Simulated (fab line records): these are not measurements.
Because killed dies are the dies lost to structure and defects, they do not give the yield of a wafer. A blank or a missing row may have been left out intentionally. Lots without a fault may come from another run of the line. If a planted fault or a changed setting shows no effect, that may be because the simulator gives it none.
The tool behind it: which one? | flow nand_harc | 11 lots with 33 wafers sampled at 6 steps, on a route of 1159 steps

## WHAT EACH GAUGE READ, for each wafer
NHARC_A_CHANNEL_HOLE_D1_INSPECT_40. Usual: raw_defect_count at 56, with a standard deviation of 16.
lot  | measured     | on                | raw_defect_count | flag
L431 | day 9 08:39  | defect_inspect-01 | 86 92 58         |
L430 | day 9 08:47  | defect_inspect-02 | 38 53 44         |
L433 | day 9 12:56  | defect_inspect-02 | 36 37 35         |
L434 | day 10 05:24 | defect_inspect-01 | 381 423 393      | OFF
L438 | day 10 21:14 | defect_inspect-02 | 382 349 415      | OFF
L440 | day 12 04:24 | defect_inspect-01 | 73 68 62         |
L446 | day 12 12:52 | defect_inspect-02 | 73 68 45         |
L448 | day 12 23:24 | defect_inspect-02 | 72 61 67         |
L449 | day 13 07:25 | defect_inspect-02 | 75 57 95         |
L451 | day 13 22:31 | defect_inspect-01 | 79 48 66         |
L452 | day 14 19:08 | defect_inspect-01 | 44 48 62         |

NHARC_END_SORT_01. Usual: killed_at_array 29, standard deviation 9.4; killed_at_other 0.7, standard deviation 1.3; killed_at_periphery 2.9, standard deviation 2.1; killed_dies 32, standard deviation 9; killed_open 3.3, standard deviation 1.8; killed_short 1.9, standard deviation 1.4.
lot  | measured     | on        | killed_at_array | killed_at_other | killed_at_periphery | killed_dies | killed_open | killed_short | flag
L434 | day 21 16:17 | prober-01 | 85 86 84        | 0 0 2           | 1 1 1               | 86 87 87    | 2 1 3       | 2 2 2        | OFF
L438 | day 22 07:00 | prober-01 | 90 83 101       | 0 0 0           | 2 5 2               | 92 88 103   | 2 1 4       | 3 1 1        | OFF

## EACH LOT AND THE TOOL THAT RAN IT (in order: tool; ch and the chambers of the sampled wafers; start)
lot  | NHARC_A_CHANNEL_HOLE_D1_ETCH_39               | NHARC_A_CHANNEL_HOLE_D1_ETCH_21  | NHARC_A_CHANNEL_FILL_D1_ETCHBACK_20 | NHARC_A_CHANNEL_FILL_D1_ALD_25
L431 | rie_diel-10 ch 0,1,3, day 9 03:29 or earlier  | har_etch-01 ch 0,1, day 9 03:29  | rie_diel-03 ch 0,2,3, day 10 10:14  | ald_hk-03 ch 1,2, day 11 03:09
L430 | rie_diel-06 ch 1,3, day 9 03:31 or earlier    | har_etch-02 ch 0,1, day 9 03:31  | rie_diel-04 ch 0,3, day 10 10:14    | ald_hk-03 ch 2,3, day 10 22:51
L433 | rie_diel-10 ch 1,2,3, day 9 07:40 or earlier  | har_etch-02 ch 0,1, day 9 07:40  | rie_diel-04 ch 0,1,3, day 10 10:19  | ald_hk-04 ch 0,3, day 11 01:44
L434 | rie_diel-10 ch 0,1,2, day 10 00:08 or earlier | har_etch-02 ch 0,1, day 10 00:08 | rie_diel-03 ch 0,3, day 11 06:20    | ald_hk-02 ch 1,2,3, day 11 18:41
L438 | rie_diel-10 ch 1,2,3, day 10 15:49 or earlier | har_etch-02 ch 0, day 10 15:49   | rie_diel-03 ch 0,3, day 11 22:32    | ald_hk-02 ch 0,3, day 12 10:10
L440 | rie_diel-10 ch 0,2, day 11 23:06 or earlier   | har_etch-01 ch 0,1, day 11 23:06 | rie_diel-12 ch 0,1,3, day 13 04:48  | ald_hk-02 ch 0,2, day 13 17:02
L446 | rie_diel-02 ch 0,3, day 12 07:38 or earlier   | har_etch-01 ch 0,1, day 12 07:38 | rie_diel-04 ch 0,2,3, day 13 11:44  | ald_hk-04 ch 0,1, day 13 23:56
L448 | rie_diel-10 ch 0,1,2, day 12 18:11 or earlier | har_etch-01 ch 0,1, day 12 18:11 | rie_diel-03 ch 0,1, day 13 23:46    | ald_hk-04 ch 0,2,3, day 14 12:49
L449 | rie_diel-10 ch 0,1,3, day 13 01:58 or earlier | har_etch-01 ch 0,1, day 13 01:58 | rie_diel-04 ch 0,1,2, day 14 07:46  | ald_hk-02 ch 1,2,3, day 14 19:21
L451 | rie_diel-02 ch 2,3, day 13 17:04 or earlier   | har_etch-02 ch 0,1, day 13 17:04 | rie_diel-03 ch 0,2,3, day 14 22:08  | ald_hk-03 ch 0,1,2, day 15 11:25
L452 | rie_diel-10 ch 0,2,3, day 14 13:52 or earlier | har_etch-01 ch 0,1, day 14 13:52 | rie_diel-12 ch 1,2,3, day 15 17:38  | ald_hk-03 ch 0,1,3, day 16 05:53
- NHARC_A_CHANNEL_HOLE_D1_ETCH_39: etches the open film in N2/H2, target depth 260 nm, time 325 s.
- NHARC_A_CHANNEL_HOLE_D1_ETCH_21: etches the open film in C4F8/O2/Ar, time 514.3 s, target depth 1600 nm.
- NHARC_A_CHANNEL_FILL_D1_ETCHBACK_20: etches the open film in C4F8/O2/Ar, target depth 27 nm, time 13.5 s.
- NHARC_A_CHANNEL_FILL_D1_ALD_25: deposits SiOx, target thk 60 nm, pulse time 10 s, ald cycles 600.

## WHAT THE TOOLS THEMSELVES READ (means of the sampled wafers that have a number; where no wafer has one, the mark that the record gives instead)
NHARC_A_CHANNEL_HOLE_D1_ETCH_39. Usual: bias_w 150.0 W, standard deviation 0.44; drypump_motor_current_A 5.88 A, standard deviation 0.24; oes_product_au 1.000 a.u., standard deviation 0.0097; rf_vpp_V 430.1 V, standard deviation 1.9; showerhead_plenum_p_Torr 2.02 Torr, standard deviation 0.063; throttle_valve_pct 14.170 %, standard deviation 0.0095.
lot  | tool        | bias_w (W) | drypump_motor_current_A (A) | oes_product_au (a.u.) | rf_vpp_V (V) | showerhead_plenum_p_Torr (Torr) | throttle_valve_pct (%) | flag
L431 | rie_diel-10 | 149.7      | 5.81                        | 0.991                 | 428.9        | 2.01                            | 14.163                 |
L430 | rie_diel-06 | 149.9      | 5.89                        | 1.000                 | 430.1        | 2.00                            | 14.179                 |
L433 | rie_diel-10 | 149.8      | 5.79                        | 0.997                 | 428.0        | 1.98                            | 14.166                 |
L434 | rie_diel-10 | 150.4      | 5.69                        | 1.000                 | 429.7        | 2.01                            | 14.166                 |
L438 | rie_diel-10 | 149.8      | 5.79                        | 0.996                 | 428.3        | 1.98                            | 14.183                 |
L440 | rie_diel-10 | 149.4      | 5.89                        | 0.996                 | 431.1        | 2.06                            | 14.165                 |
L446 | rie_diel-02 | 150.0      | 5.81                        | 1.009                 | 431.4        | 2.06                            | 14.166                 |
L448 | rie_diel-10 | 150.0      | 5.70                        | 0.992                 | 429.8        | 2.01                            | 14.173                 |
L449 | rie_diel-10 | 150.3      | 5.81                        | 0.982                 | 429.1        | 2.01                            | 14.170                 |
L451 | rie_diel-02 | 149.9      | 5.98                        | 1.005                 | 431.5        | 2.09                            | 14.176                 |
L452 | rie_diel-10 | 150.1      | 5.98                        | 0.998                 | 430.5        | 2.03                            | 14.158                 |

NHARC_A_CHANNEL_HOLE_D1_ETCH_21. Usual: drypump_motor_current_A 5.7 A, standard deviation 0.51; showerhead_plenum_p_Torr 3.67 Torr, standard deviation 0.098; throttle_valve_pct 32.155 %, standard deviation 0.0087.
lot  | tool        | drypump_motor_current_A (A) | showerhead_plenum_p_Torr (Torr) | throttle_valve_pct (%) | flag
L431 | har_etch-01 | 5.5                         | 3.66                            | 32.154                 |
L430 | har_etch-02 | 5.5                         | 3.64                            | 32.155                 |
L433 | har_etch-02 | 5.9                         | 3.72                            | 32.160                 |
L434 | har_etch-02 | 5.5                         | 3.63                            | 32.155                 |
L438 | har_etch-02 | 6.3                         | 3.80                            | 32.154                 |
L440 | har_etch-01 | 5.8                         | 3.68                            | 32.148                 |
L446 | har_etch-01 | 5.5                         | 3.63                            | 32.158                 |
L448 | har_etch-01 | 5.8                         | 3.67                            | 32.148                 |
L449 | har_etch-01 | 5.8                         | 3.67                            | 32.164                 |
L451 | har_etch-02 | 5.9                         | 3.70                            | 32.149                 |
L452 | har_etch-01 | 5.5                         | 3.62                            | 32.162                 |

NHARC_A_CHANNEL_FILL_D1_ETCHBACK_20. Usual: bias_w 1500 W, standard deviation 4.3; oes_product_au 0.97 a.u., standard deviation 0.037; rf_vpp_V 980 V, standard deviation 5.6.
lot  | tool        | bias_w (W) | oes_product_au (a.u.) | rf_vpp_V (V) | flag
L431 | rie_diel-03 | 1502       | 1.01                  | 984          |
L430 | rie_diel-04 | 1499       | 0.91                  | 978          |
L433 | rie_diel-04 | 1496       | 0.99                  | 981          |
L434 | rie_diel-03 | 1499       | 1.00                  | 982          |
L438 | rie_diel-03 | 1499       | 1.00                  | 982          |
L440 | rie_diel-12 | 1495       | 1.00                  | 982          |
L446 | rie_diel-04 | 1506       | 1.00                  | 976          |
L448 | rie_diel-03 | 1508       | 0.93                  | 977          |
L449 | rie_diel-04 | 1495       | 1.00                  | 977          |
L451 | rie_diel-03 | 1500       | 0.94                  | 985          |
L452 | rie_diel-12 | 1499       | 0.92                  | 984          |

NHARC_A_CHANNEL_FILL_D1_ALD_25. Usual: heater_power_w 469 W, standard deviation 55; precursor_pulse_height_rel 0.999, standard deviation 0.02; susceptor_temp_C 300.00 C, standard deviation 0.2.
lot  | tool      | heater_power_w (W) | precursor_pulse_height_rel | susceptor_temp_C (C) | flag
L431 | ald_hk-03 | 407                | 1.002                      | -                    | OFF
L430 | ald_hk-03 | 429                | 1.003                      | 300.34               |
L433 | ald_hk-04 | 495                | 1.018                      | 299.81               |
L434 | ald_hk-02 | 512                | 0.994                      | 299.82               |
L438 | ald_hk-02 | 512                | 0.997                      | 300.30               |
L440 | ald_hk-02 | 484                | 0.991                      | -                    | OFF
L446 | ald_hk-04 | 460                | 0.989                      | 299.93               |
L448 | ald_hk-04 | 496                | 0.977                      | 300.12               |
L449 | ald_hk-02 | 491                | 0.983                      | 300.02               |
L451 | ald_hk-03 | 445                | 1.003                      | 299.87               |
L452 | ald_hk-03 | 435                | 0.996                      | 300.25               |

## THE ANSWER, worked out from the rows above alone
Rule: a lot is off if the mean of its wafers that have a number lies more than 3 standard deviations from the usual mean. Also off: a lot with no number at a reading for which 4 or more lots have one. The other lots that the step has rows for count as sound. Order of review: gauges by route order, followed by the tools' own readings, for which a lot's mean as printed above is used. The first step at which some lot is off is used, and at that step the reading that is off furthest; a lot without a number counts as furthest.
Off: L434, L438, at NHARC_A_CHANNEL_HOLE_D1_INSPECT_40 (raw_defect_count).
A tool fits if, at a process step before that reading, it ran every lot that is off, and no sound lot after the first of them. Not tried: the gauges at NHARC_A_CHANNEL_HOLE_D1_INSPECT_40; whatever is off there is also off at NHARC_END_SORT_01, on other tools, and gauge error can't account for it. Because NHARC_A_CHANNEL_HOLE_D1_ETCH_39 lacks a start for some lots, the hours and order of its lots are taken from NHARC_A_CHANNEL_HOLE_D1_ETCH_21. Of those tried, none fits.

## WHAT HAD BEEN PUT IN BY THE SIMULATOR
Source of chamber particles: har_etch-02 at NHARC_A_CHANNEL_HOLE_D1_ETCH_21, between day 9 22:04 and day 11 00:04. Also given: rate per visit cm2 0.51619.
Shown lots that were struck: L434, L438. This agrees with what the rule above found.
